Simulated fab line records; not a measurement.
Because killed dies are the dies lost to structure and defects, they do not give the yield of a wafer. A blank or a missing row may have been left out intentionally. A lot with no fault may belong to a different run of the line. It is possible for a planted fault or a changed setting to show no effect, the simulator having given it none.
Which of the tools did it? | flow n5 finfet | 27 wafers from 9 lots sampled at 4 of the route's 1938 steps

WHAT EACH GAUGE READ, for each wafer
N5_HKMG_FIN_CD_MEAS_12: target cd 92.8 nm.
lot  | measured    | on        | cd nm (nm)
L240 | day 5 02:01 | cd sem-01 | 92.5 91.4 92.8
L239 | day 5 05:27 | cd sem-01 | 91.4 92.3 91.0
L241 | day 5 17:51 | cd sem-01 | 91.7 91.2 93.3
L243 | day 5 22:21 | cd sem-03 | 93.1 93.0 94.1
L245 | day 6 06:52 | cd sem-03 | 92.2 91.8 91.9
L253 | day 8 08:23 | cd sem-02 | 93.8 93.5 93.4
L254 | day 8 17:08 | cd sem-03 | 92.5 92.6 92.3
L258 | day 9 16:58 | cd sem-01 | 93.0 92.6 92.9
L259 | day 9 22:07 | cd sem-03 | 91.8 92.6 91.3

WHAT TOOL EACH LOT RAN ON (gives the tool, then ch and the chambers of the sampled wafers, and finally the start)
lot  | N5_HKMG_FIN_ETCH_58               | N5_HKMG_FIN_STRIP_93              | N5_HKMG_FIN_PWFM_ALD_03
L240 | rie diel-05 ch 2,3, day 4 22:48   | rie diel-05 ch 2,3, day 4 23:26   | ald metal-02 ch 0,1, day 5 01:11
L239 | rie diel-05 ch 0,2, day 5 02:21   | rie diel-05 ch 0,2, day 5 02:48   | ald metal-01 ch 0,1,3, day 5 04:44
L241 | rie diel-03 ch 0,2, day 5 14:52   | rie diel-03 ch 0,2, day 5 15:17   | ald metal-02 ch 1,2,3, day 5 17:08
L243 | rie diel-05 ch 1,3, day 5 18:53   | rie diel-05 ch 1,3, day 5 19:19   | ald metal-02 ch 0,1,2, day 5 21:31
L245 | rie diel-05 ch 2, day 6 03:38     | rie diel-05 ch 2, day 6 04:16     | ald metal-04 ch 1,2,3, day 6 06:02
L253 | rie diel-05 ch 0,3, day 8 05:23   | rie diel-05 ch 0,3, day 8 05:49   | ald metal-04 ch 2,3, day 8 07:33
L254 | rie diel-03 ch 0,2,3, day 8 14:05 | rie diel-03 ch 0,2,3, day 8 14:31 | ald metal-04 ch 0,1,2, day 8 16:17
L258 | rie diel-05 ch 2,3, day 9 13:58   | rie diel-05 ch 2,3, day 9 14:24   | ald metal-02 ch 1,2, day 9 16:07
L259 | rie diel-01 ch 2,3, day 9 18:22   | rie diel-01 ch 2,3, day 9 18:47   | ald metal-02 ch 0, day 9 20:31
- N5_HKMG_FIN_ETCH_58: etches SOC in N2/H2, target depth 215.8 nm, time 741 s.
- N5_HKMG_FIN_STRIP_93: strips SOC in N2/H2, time 20 s.
- N5_HKMG_FIN_PWFM_ALD_03: deposits TiN, target thk 2 nm, pulse time 1 s, purge time 3 s.

THE ANSWER, worked out from the rows above alone
Rule: what is usual is taken from the lots themselves. Put in order of their means at a reading, lots are off if they are a third of the lots or fewer, leave a main group of 4 or more, and stand apart from it by a gap of 3 or more times the standard deviation of the main group's means; of several such gaps the widest counts. The tables above print the reading to a certain number of digits; a main group whose means all agree to those digits is not used. Also off: a lot with no number at a reading for which 4 or more lots have one. All remaining lots with rows at the step are treated as sound.
Nothing can be told from this: no lot is off at any reading shown.

WHAT WAS PUT IN BY THE SIMULATOR
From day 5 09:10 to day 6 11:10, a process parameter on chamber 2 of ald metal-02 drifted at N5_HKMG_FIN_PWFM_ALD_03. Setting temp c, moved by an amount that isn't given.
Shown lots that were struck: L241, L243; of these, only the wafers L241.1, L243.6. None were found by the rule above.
